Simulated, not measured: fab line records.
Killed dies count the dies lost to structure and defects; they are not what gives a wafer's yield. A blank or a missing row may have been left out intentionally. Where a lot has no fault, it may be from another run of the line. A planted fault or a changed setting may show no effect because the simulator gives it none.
Which tool was responsible? | flow nand-harc | 33 wafers from 11 lots sampled at 5 of the route's 1159 steps

WHAT THE GAUGES SHOWED, per wafer
NHARC_END_SORT_01. Usual: killed-at-array 31, standard deviation 12; killed-at-other 0.6, standard deviation 0.85; killed-at-periphery 3.0, standard deviation 2.3; killed-dies 35, standard deviation 12; killed-open 3.2, standard deviation 1.9; killed-short 1.8, standard deviation 1.4.
lot  | measured     | on        | killed-at-array | killed-at-other | killed-at-periphery | killed-dies | killed-open | killed-short | flag
L917 | day 21 20:56 | prober-02 | 677 672 675     | 0 1 1           | 0 4 1               | 677 677 677 | 0 7 2       | 2 2 2        | OFF
L919 | day 21 23:18 | prober-01 | 675 673 675     | 0 1 0           | 2 3 2               | 677 677 677 | 4 2 4       | 2 1 0        | OFF

TOOL THAT RAN EACH LOT (tool first, then ch and the chambers of the sampled wafers, then the start)
lot  | NHARC_A_STAIRCASE_DEP_471       | NHARC_A_SGD_CUT_ETCH_59            | NHARC_A_SGD_CUT_STRIP_17                      | NHARC_A_SGD_CUT_ETCHBACK_24
L910 | pecvd-02 ch 1,2, day 13 12:25   | rie-diel-03 ch 1,2,3, day 13 14:08 | rie-diel-03 ch 0,1, day 13 20:13 or earlier   | rie-diel-03 ch 0,1,2, day 13 20:13
L911 | pecvd-04 ch 0,1,2, day 14 02:28 | rie-diel-11 ch 0,2,3, day 14 04:43 | rie-diel-11 ch 1,2,3, day 14 10:32 or earlier | rie-diel-03 ch 0,1,3, day 14 10:32
L913 | pecvd-04 ch 0,2, day 14 02:46   | rie-diel-03 ch 0,1,3, day 14 04:40 | rie-diel-03 ch 0,1, day 14 10:35 or earlier   | rie-diel-12 ch 0,1,2, day 14 10:35
L912 | pecvd-04 ch 0,1,2, day 14 12:57 | rie-diel-11 ch 2,3, day 14 14:44   | rie-diel-11 ch 1,3, day 14 21:15 or earlier   | rie-diel-11 ch 0,1,3, day 14 21:15
L917 | pecvd-04 ch 1,2, day 15 19:35   | rie-diel-03 ch 0,2,3, day 15 21:26 | rie-diel-03 ch 2,3, day 16 01:23 or earlier   | rie-diel-03 ch 0,1, day 16 01:23
L919 | pecvd-02 ch 0,1,2, day 16 05:32 | rie-diel-03 ch 0,1,2, day 16 07:16 | rie-diel-03 ch 0,1,2, day 16 14:26 or earlier | rie-diel-03 ch 1,2, day 16 14:26
L927 | pecvd-04 ch 0,2, day 17 22:52   | rie-diel-03 ch 1,2, day 18 00:38   | rie-diel-03 ch 0,1,2, day 18 06:02 or earlier | rie-diel-03 ch 0,1,2, day 18 06:02
L931 | pecvd-02 ch 1,2, day 18 12:17   | rie-diel-11 ch 2,3, day 18 14:24   | rie-diel-11 ch 0,3, day 18 20:23 or earlier   | rie-diel-11 ch 1,2, day 18 20:23
L929 | pecvd-04 ch 0,1,2, day 18 12:20 | rie-diel-03 ch 1,2,3, day 18 14:31 | rie-diel-03 ch 0,2,3, day 18 20:26 or earlier | rie-diel-12 ch 0,1,2, day 18 20:26
L930 | pecvd-02 ch 1,2, day 18 13:44   | rie-diel-11 ch 0,1, day 18 15:31   | rie-diel-11 ch 1,2, day 18 20:32 or earlier   | rie-diel-12 ch 1,2, day 18 20:32
L933 | pecvd-04 ch 0,1, day 19 15:19   | rie-diel-03 ch 0,3, day 19 17:04   | rie-diel-03 ch 0,1, day 19 22:50 or earlier   | rie-diel-11 ch 0,1, day 19 22:50
- NHARC_A_STAIRCASE_DEP_471: deposits SiO2, target thk 100 nm.
- NHARC_A_SGD_CUT_ETCH_59: etches the open film in N2/H2, target depth 260 nm, time 406.25 s.
- NHARC_A_SGD_CUT_STRIP_17: strips in O2.
- NHARC_A_SGD_CUT_ETCHBACK_24: etches the open film in CH3F/O2, target depth 50 nm, time 92.857 s.

WHAT THE TOOLS THEMSELVES READ (means of the sampled wafers that have a number; where no wafer has one, the mark that the record gives instead)
NHARC_A_STAIRCASE_DEP_471. Usual: heater-power-outer-w 312 W, standard deviation 62; heater-power-w 554 W, standard deviation 84; throttle-valve-pct 16.0 %, standard deviation 0.43.
lot  | tool     | heater-power-outer-w (W) | heater-power-w (W) | throttle-valve-pct (%) | flag
L910 | pecvd-02 | 327                      | 558                | 16.6                   |
L911 | pecvd-04 | 299                      | 538                | 15.8                   |
L913 | pecvd-04 | 236                      | 447                | 15.7                   |
L912 | pecvd-04 | 296                      | 525                | 15.7                   |
L917 | pecvd-04 | 268                      | 491                | 15.8                   |
L919 | pecvd-02 | 338                      | 602                | 16.0                   |
L927 | pecvd-04 | 277                      | 493                | 15.7                   |
L931 | pecvd-02 | 367                      | 631                | 16.4                   |
L929 | pecvd-04 | 263                      | 486                | 15.5                   |
L930 | pecvd-02 | 332                      | 573                | 16.4                   |
L933 | pecvd-04 | 260                      | 486                | 15.9                   |

NHARC_A_SGD_CUT_ETCH_59. Usual: bias-w 150.0 W, standard deviation 0.44; chamber-pressure-mTorr 30.004 mTorr, standard deviation 0.027; drypump-motor-current-A 5.4 A, standard deviation 0.59; mfc-ar-sccm 0.009 sccm, standard deviation 0.011; oes-product-au 1.000 a.u., standard deviation 0.0065; rf-vpp-V 428.9 V, standard deviation 2.5; showerhead-plenum-p-Torr 1.98 Torr, standard deviation 0.086; throttle-valve-pct 14.171 %, standard deviation 0.0099.
lot  | tool        | bias-w (W) | chamber-pressure-mTorr (mTorr) | drypump-motor-current-A (A) | mfc-ar-sccm (sccm) | oes-product-au (a.u.) | rf-vpp-V (V) | showerhead-plenum-p-Torr (Torr) | throttle-valve-pct (%) | flag
L910 | rie-diel-03 | 150.0      | 29.990                         | 5.4                         | 0.007              | 0.997                 | 427.8        | 1.94                            | 14.175                 |
L911 | rie-diel-11 | 149.8      | 30.009                         | 5.7                         | 0.007              | 0.996                 | 428.2        | 1.95                            | 14.168                 |
L913 | rie-diel-03 | 150.1      | 30.026                         | 5.0                         | 0.000              | 0.995                 | 429.6        | 2.02                            | 14.176                 |
L912 | rie-diel-11 | 150.1      | 29.990                         | 5.7                         | 0.014              | 1.009                 | 427.4        | 1.91                            | 14.177                 |
L917 | rie-diel-03 | -          | -                              | -                           | -                  | -                     | -            | -                               | -                      | OFF
L919 | rie-diel-03 | -          | -                              | -                           | -                  | -                     | -            | -                               | -                      | OFF
L927 | rie-diel-03 | 150.0      | 29.986                         | 5.4                         | 0.015              | 1.007                 | 426.9        | 1.94                            | 14.178                 |
L931 | rie-diel-11 | 149.8      | 30.010                         | 5.3                         | 0.007              | 0.997                 | 426.9        | 1.91                            | 14.168                 |
L929 | rie-diel-03 | 150.1      | 30.011                         | 5.3                         | 0.007              | 1.004                 | 427.8        | 1.94                            | 14.167                 |
L930 | rie-diel-11 | 150.1      | 30.006                         | 5.6                         | 0.008              | 0.990                 | 429.6        | 2.01                            | 14.173                 |
L933 | rie-diel-03 | 149.7      | 29.994                         | 5.1                         | 0.000              | 0.999                 | 430.4        | 2.03                            | 14.174                 |

NHARC_A_SGD_CUT_STRIP_17. Usual: chamber-pressure-mTorr 60.00 mTorr, standard deviation 0.056; drypump-motor-current-A 5.4 A, standard deviation 0.6; mfc-ar-sccm 0.009 sccm, standard deviation 0.011; oes-product-au 1.000 a.u., standard deviation 0.008; rf-vpp-V 57.6 V, standard deviation 0.75; showerhead-plenum-p-Torr 3.44 Torr, standard deviation 0.13; throttle-valve-pct 17.036 %, standard deviation 0.0095.
lot  | tool        | chamber-pressure-mTorr (mTorr) | drypump-motor-current-A (A) | mfc-ar-sccm (sccm) | oes-product-au (a.u.) | rf-vpp-V (V) | showerhead-plenum-p-Torr (Torr) | throttle-valve-pct (%) | flag
L910 | rie-diel-03 | 59.96                          | 4.7                         | 0.000              | 1.000                 | 57.3         | 3.57                            | 17.041                 |
L911 | rie-diel-11 | 60.04                          | 5.2                         | 0.015              | 0.988                 | 57.5         | 3.34                            | 17.040                 |
L913 | rie-diel-03 | 59.99                          | 4.8                         | 0.000              | 0.994                 | 58.2         | 3.60                            | 17.036                 |
L912 | rie-diel-11 | 59.98                          | 4.8                         | 0.008              | 0.989                 | 57.1         | 3.34                            | 17.040                 |
L917 | rie-diel-03 | 59.98                          | 5.6                         | 0.007              | 1.009                 | 57.0         | 3.30                            | 17.036                 |
L919 | rie-diel-03 | 59.97                          | 5.1                         | 0.007              | 0.997                 | 57.4         | 3.49                            | 17.034                 |
L927 | rie-diel-03 | 59.98                          | 5.1                         | 0.007              | 1.001                 | 57.7         | 3.48                            | 17.028                 |
L931 | rie-diel-11 | 59.99                          | 5.7                         | 0.000              | 0.989                 | 58.4         | 3.45                            | 17.031                 |
L929 | rie-diel-03 | 59.99                          | 5.4                         | 0.007              | 1.010                 | 57.0         | 3.40                            | 17.036                 |
L930 | rie-diel-11 | 60.00                          | 5.2                         | 0.024              | 1.001                 | 57.5         | 3.36                            | 17.040                 |
L933 | rie-diel-03 | 60.04                          | 4.8                         | 0.000              | 1.002                 | 57.4         | 3.60                            | 17.039                 |

NHARC_A_SGD_CUT_ETCHBACK_24. Usual: bias-w 100.0 W, standard deviation 0.3; ch3f-flow-sccm 50.00 sccm, standard deviation 0.15; chamber-pressure-mTorr 25.002 mTorr, standard deviation 0.024; drypump-motor-current-A 5.4 A, standard deviation 0.59; mfc-ar-sccm 200.0 sccm, standard deviation 0.62; oes-product-au 0.96 a.u., standard deviation 0.035; rf-vpp-V 243.5 V, standard deviation 1.7; showerhead-plenum-p-Torr 2.41 Torr, standard deviation 0.099; throttle-valve-pct 20.662 %, standard deviation 0.009.
lot  | tool        | bias-w (W) | ch3f-flow-sccm (sccm) | chamber-pressure-mTorr (mTorr) | drypump-motor-current-A (A) | mfc-ar-sccm (sccm) | oes-product-au (a.u.) | rf-vpp-V (V) | showerhead-plenum-p-Torr (Torr) | throttle-valve-pct (%) | flag
L910 | rie-diel-03 | 100.0      | 50.13                 | 25.000                         | 5.1                         | 199.8              | 0.93                  | 243.8        | 2.43                            | 20.664                 |
L911 | rie-diel-03 | 99.8       | 49.98                 | 25.027                         | 5.0                         | 200.5              | 0.93                  | 243.9        | 2.43                            | 20.658                 |
L913 | rie-diel-12 | 99.9       | 49.92                 | 24.993                         | 5.5                         | 200.3              | 1.00                  | 245.0        | 2.51                            | 20.664                 |
L912 | rie-diel-11 | 99.8       | 49.88                 | 25.008                         | 5.2                         | 200.3              | 0.93                  | 242.9        | 2.38                            | 20.651                 |
L917 | rie-diel-03 | 100.0      | 50.01                 | 25.003                         | 4.8                         | 199.7              | 0.93                  | 244.5        | 2.51                            | 20.664                 |
L919 | rie-diel-03 | 99.7       | 50.11                 | 25.020                         | 5.4                         | 199.7              | 0.92                  | 242.7        | 2.35                            | 20.667                 |
L927 | rie-diel-03 | 100.4      | 49.92                 | 24.989                         | 5.1                         | 200.1              | 0.95                  | 243.6        | 2.42                            | 20.660                 |
L931 | rie-diel-11 | 99.9       | 49.95                 | 24.991                         | 5.2                         | 200.3              | 0.93                  | 242.4        | 2.33                            | 20.666                 |
L929 | rie-diel-12 | 100.0      | 50.10                 | 25.002                         | 5.5                         | 200.7              | 1.00                  | 244.7        | 2.50                            | 20.657                 |
L930 | rie-diel-12 | 100.0      | 50.06                 | 24.998                         | 5.5                         | 200.2              | 0.99                  | 244.7        | 2.54                            | 20.658                 |
L933 | rie-diel-11 | 99.9       | 50.01                 | 24.988                         | 5.2                         | 200.3              | 0.97                  | 242.9        | 2.38                            | 20.659                 |

THE ANSWER, worked out from the rows above alone
Rule: take the mean of a lot's wafers that have a number; if it is more than 3 standard deviations from the usual mean, the lot is off. Also off: a lot with no number at a reading for which 4 or more lots have one. Any other lot the step has rows for is counted as sound. Order of review: gauges by route order, followed by the tools' own readings, for which a lot's mean as printed above is used. At the first step where some lot is off, the reading lying furthest off is the one used; lots without a number count as furthest.
Off, at NHARC_END_SORT_01 on killed-at-array: L917, L919. Neither off nor sound, because the step has no rows for them: L910, L911, L913, L912, L927, L931, L929, L930, L933.
If a tool, at a process step before that reading, ran all the lots that are off and no sound lot after the first of them, it fits. Not tried: the gauges at NHARC_END_SORT_01; whatever is off there is also off at NHARC_A_SGD_CUT_ETCH_59, on other tools, and gauge error can't account for it. NHARC_A_SGD_CUT_STRIP_17: start missing for some lots; hours and lot order therefore follow NHARC_A_SGD_CUT_ETCHBACK_24. One candidate fits, namely rie-diel-03 at NHARC_A_SGD_CUT_ETCH_59 and NHARC_A_SGD_CUT_STRIP_17 and NHARC_A_SGD_CUT_ETCHBACK_24. It ran no sound lot before its first lot that is off in this sample, so the start can't be narrowed down.

WHAT HAD BEEN PUT IN BY THE SIMULATOR
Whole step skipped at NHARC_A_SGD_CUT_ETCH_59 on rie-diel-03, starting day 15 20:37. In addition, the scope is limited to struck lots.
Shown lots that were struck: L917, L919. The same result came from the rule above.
